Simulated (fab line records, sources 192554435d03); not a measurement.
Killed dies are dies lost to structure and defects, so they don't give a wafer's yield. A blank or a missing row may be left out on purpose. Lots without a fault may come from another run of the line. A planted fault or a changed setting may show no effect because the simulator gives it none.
Which tool did it? | flow n5_finfet | 11 lots, 33 wafers sampled, at 4 steps of a route of 1938

WHAT THE GAUGES READ, wafer by wafer
N5_BEOL_M4_RC_MEAS_101. Usual: DIBL_N 36.9 mV/V, standard deviation 1.7; DIBL_P 36.7 mV/V, standard deviation 2.1; IOFF_N 0.17 nA/um, standard deviation 0.032; IOFF_P 0.22 nA/um, standard deviation 0.036; ION_N 674 uA/um, standard deviation 12; ION_P 461 uA/um, standard deviation 7; SS_N 71.7 mV/dec, standard deviation 0.6; SS_P 73.4 mV/dec, standard deviation 0.67; VT_N 249 mV, standard deviation 3.1; VT_P -250 mV, standard deviation 3.2.
lot  | measured     | on        | DIBL_N (mV/V)  | DIBL_P (mV/V)  | IOFF_N (nA/um) | IOFF_P (nA/um) | ION_N (uA/um) | ION_P (uA/um) | SS_N (mV/dec)  | SS_P (mV/dec)  | VT_N (mV)   | VT_P (mV)      | flag
L494 | day 8 18:03  | prober-02 | 35.1 37.2 37.5 | 33.9 36.8 35.1 | 0.13 0.17 0.17 | 0.15 0.19 0.16 | 653 682 677   | 449 455 451   | 70.7 71.6 71.5 | 73.5 73.1 73.5 | 251 251 248 | -257 -255 -256 |
L496 | day 9 03:32  | prober-02 | 37.5 40.4 37.1 | 38.3 42.5 38.5 | 0.17 0.24 0.16 | 0.21 0.28 0.21 | 668 691 678   | 460 463 461   | 71.6 72.7 72.3 | 73.6 75.5 73.6 | 250 242 250 | -252 -248 -251 |
L497 | day 9 05:38  | prober-02 | 38.0 35.7 37.3 | 40.4 36.3 39.3 | 0.20 0.16 0.18 | 0.27 0.20 0.26 | 687 670 671   | 469 464 463   | 72.1 71.7 72.3 | 73.6 72.8 73.7 | 244 248 248 | -246 -251 -248 |
L508 | day 11 13:01 | prober-01 | 36.7 37.6 36.9 | 36.8 36.9 36.5 | 0.14 0.18 0.15 | 0.19 0.19 0.18 | 664 671 660   | 454 455 456   | 71.6 72.4 71.9 | 73.0 72.8 72.7 | 251 248 252 | -253 -251 -252 |
L509 | day 12 06:56 | prober-02 | 38.5 35.0 32.8 | 38.0 34.8 32.0 | 0.19 0.13 0.11 | 0.24 0.20 0.16 | 676 654 660   | 466 458 455   | 71.9 71.2 70.6 | 73.7 72.8 72.6 | 248 252 253 | -249 -252 -255 |
L510 | day 12 15:16 | prober-02 | 36.3 34.8 37.2 | 35.0 33.8 35.8 | 0.17 0.13 0.18 | 0.26 0.23 0.26 | 681 668 681   | 470 469 471   | 71.5 71.8 71.3 | 72.7 72.6 73.8 | 247 254 247 | -245 -245 -245 |
L511 | day 12 21:56 | prober-01 | 37.1 36.4 38.0 | 37.7 35.5 38.3 | 0.17 0.15 0.21 | 0.27 0.22 0.28 | 679 668 702   | 465 461 472   | 72.8 71.0 73.2 | 73.5 73.3 74.1 | 248 252 244 | -245 -245 -245 |
L513 | day 13 05:11 | prober-02 | 35.5 32.0 35.6 | 34.9 30.8 34.9 | 0.14 0.10 0.14 | 0.19 0.14 0.20 | 673 651 667   | 462 452 462   | 72.0 69.8 71.3 | 73.8 72.5 73.7 | 254 255 255 | -250 -255 -251 |
L514 | day 13 07:12 | prober-02 | 37.5 38.9 35.0 | 38.7 40.3 35.1 | 0.20 0.23 0.14 | 0.28 0.30 0.22 | 681 696 660   | 473 471 468   | 72.4 72.0 71.2 | 74.4 74.2 73.2 | 244 245 251 | -247 -243 -249 |

N5_PASSIVATION_INSPECT_64: inspects for defects (macro). Usual: raw_defect_count 2.1, standard deviation 1.4.
lot  | measured     | on                | raw_defect_count | flag
L494 | day 12 11:32 | defect_inspect-01 | 1 1 2            |
L496 | day 13 00:03 | defect_inspect-02 | 1 1 3            |
L497 | day 13 01:23 | defect_inspect-01 | 1 2 1            |
L508 | day 15 19:45 | defect_inspect-01 | 0 3 1            |
L509 | day 16 09:14 | defect_inspect-01 | 4 3 2            |
L510 | day 16 21:16 | defect_inspect-01 | 1 3 2            |
L511 | day 17 00:04 | defect_inspect-01 | 2 3 1            |
L513 | day 17 08:47 | defect_inspect-01 | 1 1 4            |
L514 | day 17 06:01 | defect_inspect-01 | 2 2 2            |

WHICH TOOL RAN EACH LOT (tool, then ch and the chambers of the sampled wafers, then the start)
lot  | N5_MOL_CONTACT_COAG_WET_ETCH_26     | N5_PASSIVATION_PECVD_01
L494 | wet_bench-05 ch 0,5,7, day 5 15:31  | pecvd-04 ch 0,1,2, day 12 08:34
L496 | wet_bench-05 ch 0,5,6, day 5 23:45  | pecvd-04 ch 0,2, day 12 20:59
L497 | wet_bench-06 ch 0,4,5, day 6 06:15  | pecvd-01 ch 0,1,2, day 12 21:14
L503 | wet_bench-05 ch 3,5,7, day 8 00:59  | -
L504 | wet_bench-06 ch 0,1,6, day 8 03:03  | -
L508 | wet_bench-05 ch 1,6,7, day 8 20:00  | pecvd-01 ch 0,2, day 15 12:00
L509 | wet_bench-01 ch 2,3,4, day 9 09:16  | pecvd-04 ch 0,1,2, day 16 06:46
L510 | wet_bench-05 ch 4,5,6, day 9 15:49  | pecvd-01 ch 1,2, day 16 18:51
L511 | wet_bench-05 ch 0,2,6, day 9 16:19  | pecvd-04 ch 0,1,2, day 16 22:14
L513 | wet_bench-06 ch 1,6,7, day 10 01:52 | pecvd-01 ch 0,1, day 17 05:01
L514 | wet_bench-06 ch 2,5,6, day 10 08:41 | pecvd-01 ch 1,2, day 17 03:19
- N5_MOL_CONTACT_COAG_WET_ETCH_26: target Co, target depth 13 nm.
- N5_PASSIVATION_PECVD_01: deposits SiNx from SiH4/NH3/N2, target thk 200 nm, time 43.2 s.

WHAT THE TOOLS THEMSELVES READ (means of the sampled wafers that have a number; where no wafer has one, the mark that the record gives instead)
N5_PASSIVATION_PECVD_01. Usual: heater_power_w 365 W, standard deviation 100; showerhead_plenum_p_Torr 8.72 Torr, standard deviation 0.09; throttle_valve_pct 28.9 %, standard deviation 1.5.
lot  | tool     | heater_power_w (W) | showerhead_plenum_p_Torr (Torr) | throttle_valve_pct (%) | flag
L494 | pecvd-04 | 296                | 8.72                            | 28.1                   |
L496 | pecvd-04 | 378                | 8.66                            | 28.1                   |
L497 | pecvd-01 | 388                | 8.70                            | 28.9                   |
L508 | pecvd-01 | 465                | 8.65                            | 28.6                   |
L509 | pecvd-04 | 327                | 8.74                            | 28.4                   |
L510 | pecvd-01 | 351                | 8.75                            | 28.9                   |
L511 | pecvd-04 | 308                | 8.73                            | 28.4                   |
L513 | pecvd-01 | 297                | 8.73                            | 30.6                   |
L514 | pecvd-01 | 303                | 8.77                            | 30.0                   |

THE ANSWER, worked out from the rows above alone
Rule: a lot is off if the mean of its wafers that have a number lies more than 3 standard deviations from the usual mean. A lot without any number at a reading at which 4 lots or more have one is off too. The other lots that the step has rows for count as sound. The gauges are gone through in route order, then the tools' own readings, and for those a lot's mean is taken as printed above. The first step at which some lot is off is used, and at that step the reading that is off furthest; a lot without a number counts as furthest.
No lot is off at any reading shown: from this, nothing can be told.

WHAT THE SIMULATOR HAD PUT IN
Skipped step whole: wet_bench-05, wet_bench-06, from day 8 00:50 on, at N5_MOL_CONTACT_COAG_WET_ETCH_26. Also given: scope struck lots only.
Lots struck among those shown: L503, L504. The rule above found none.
